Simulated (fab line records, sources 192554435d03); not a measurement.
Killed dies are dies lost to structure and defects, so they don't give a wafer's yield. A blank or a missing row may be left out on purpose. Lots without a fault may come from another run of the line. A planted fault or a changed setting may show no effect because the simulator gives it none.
Problem report in the 8D (eight disciplines) form, filled by code | flow n5_finfet | the parts of the form that need people (team, actions taken, sign-off) are left out

1. THE PROBLEM
killed_at_front_end at N5_PASSIVATION_PROBE_49 reads a mean of 124 on 1 wafer of 1 lot; wafers without a fault read 39 with a standard deviation of 10. That is +8.5 standard deviations from the usual mean.
First seen on wafer L371.2, day 13 01:45, on prober-02. The record holds 12 wafers of 4 lots with a number at this step. Rule for "out", or "out of limits": more than 4 standard deviations from the usual mean. The other wafers with a number count as sound.

2. WHAT IT IS AND WHAT IT IS NOT
question                    | is                                                                                  | is not
which readings at this step | killed_at_front_end, defect_limited_yield, killed_dies, sort_n_pass, sort_yield_pct | killed_at_M0_to_M3, killed_at_M4_up, killed_at_contacts, killed_at_other, killed_open, killed_short, sort_bin_6_memory, sort_bin_8_speed
which lots                  | L371                                                                                | L370, L373, L388
which wafers of those lots  | L371.2                                                                              | L371.3, L371.5
read on which tools         | prober-02                                                                           | prober-01
when                        | from day 13 01:45                                                                   | up to then (0 sound wafers); but 11 sound wafers of L370, L371, L373, L388 came after

3. SUSPECTS, AND WHAT RULES EACH OUT
Counting: a tool at a process step up to the reading stays a suspect if it ran every lot that is out. Sound lots after the first of them don't rule it out here, since some wafers of a struck lot are sound.
- rie_diel-02 at N5_HKMG_FIN_ETCH_35 (etches SOC in N2/H2, target depth 215.8 nm, time 243.4 s): kept. It ran the lot that is out, L371 (day 5 03:10).
- wet_bench-05 at N5_HKMG_FIN_WET_ETCH_18 (etches TiN in SC1, time 55 s, target depth 5.2 nm, rinse time 30 s): kept. It ran the lot that is out, L371 (day 5 03:23).
- ald_metal-02 at N5_HKMG_FIN_ALD_91 (deposits TiN, target thk 1 nm, pulse time 1 s, purge time 3 s): kept. It ran the lot that is out, L371 (day 5 03:50).
- rie_diel-06 at N5_HKMG_FIN_ETCH_67 (etches SOC in N2/H2, stops on TiN, target depth 388.9 nm): kept. It ran the lot that is out, L371 (day 5 05:22).
- rie_diel-06 at N5_HKMG_FIN_STRIP_90 (strips SOC in N2/H2, time 20 s): kept. It ran the lot that is out, L371 (day 5 05:25).
- cvd_w-02 at N5_HKMG_FIN_W_FILL_22 (material W, target thk 60 nm, time 18.2 s): kept. It ran the lot that is out, L371 (day 5 06:32); its last sound lot up to then is L370 (day 4 23:29).
- prober-02 at N5_PASSIVATION_PROBE_49: kept. It ran the lot that is out, L371 (day 13 01:45). Its own readings are out on those wafers: defect_limited_yield, killed_at_front_end, killed_dies, sort_n_pass, sort_yield_pct.
- Within rie_diel-02 at N5_HKMG_FIN_ETCH_35: the wafers that are out ran in chamber 1; their sound lot-mates ran in chamber 0.
- Within ald_metal-02 at N5_HKMG_FIN_ALD_91: the wafers that are out ran in chamber 3; their sound lot-mates ran in chambers 0, 2.
- Within rie_diel-06 at N5_HKMG_FIN_ETCH_67: the wafers that are out ran in chamber 1; their sound lot-mates ran in chamber 2.
- Within rie_diel-06 at N5_HKMG_FIN_STRIP_90: the wafers that are out ran in chamber 1; their sound lot-mates ran in chamber 2.
- Within cvd_w-02 at N5_HKMG_FIN_W_FILL_22: the wafers that are out ran in chamber 1; their sound lot-mates ran in chamber 0.
Left after counting: rie_diel-02 at N5_HKMG_FIN_ETCH_35, wet_bench-05 at N5_HKMG_FIN_WET_ETCH_18, ald_metal-02 at N5_HKMG_FIN_ALD_91, rie_diel-06 at N5_HKMG_FIN_ETCH_67, rie_diel-06 at N5_HKMG_FIN_STRIP_90, cvd_w-02 at N5_HKMG_FIN_W_FILL_22, prober-02 at N5_PASSIVATION_PROBE_49.

4. THE CAUSE (what the simulator had put in)
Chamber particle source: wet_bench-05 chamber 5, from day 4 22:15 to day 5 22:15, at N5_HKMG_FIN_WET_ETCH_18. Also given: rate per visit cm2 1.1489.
Counting left 7 suspects, and this tool is among them.

5. THE CHAIN OF EFFECTS, in route order
Each row: a reading whose mean over the struck wafers that have a number lies more than 3 standard deviations from the usual. Only readings for which the record gives a usual standard deviation are gone through. hours: the time from each lot's start at the first step in this table that gives one to its start at this step, as a median over the lots. sigmas: the change in usual standard deviations.
hours | step                    | reading              | usual  | on struck wafers | change | sigmas
0     | N5_PASSIVATION_PROBE_49 | defect_limited_yield | 91.5 % | 85.7             | -5.8   | -4.1
0     | N5_PASSIVATION_PROBE_49 | killed_at_front_end  | 39     | 124              | +85    | +8.5
0     | N5_PASSIVATION_PROBE_49 | killed_dies          | 100    | 169              | +69    | +4.1
0     | N5_PASSIVATION_PROBE_49 | sort_bin_5_function  | 5.0 %  | 8.6              | +3.6   | +3.9
0     | N5_PASSIVATION_PROBE_49 | sort_n_pass          | 1080   | 1011             | -69    | -4.1
0     | N5_PASSIVATION_PROBE_49 | sort_yield_pct       | 91.5 % | 85.7             | -5.8   | -4.1
The process steps in it:
- N5_PASSIVATION_PROBE_49

6. WHAT WOULD HAVE CAUGHT IT SOONER
In this record the first reading out of limits was taken at day 13 01:45, 196 hours after the fault began at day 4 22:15.
All the lots that are out (1) had begun N5_HKMG_FIN_WET_ETCH_18 on wet_bench-05 by day 13 01:45. A hold on the tool at that time would have spared none of them.
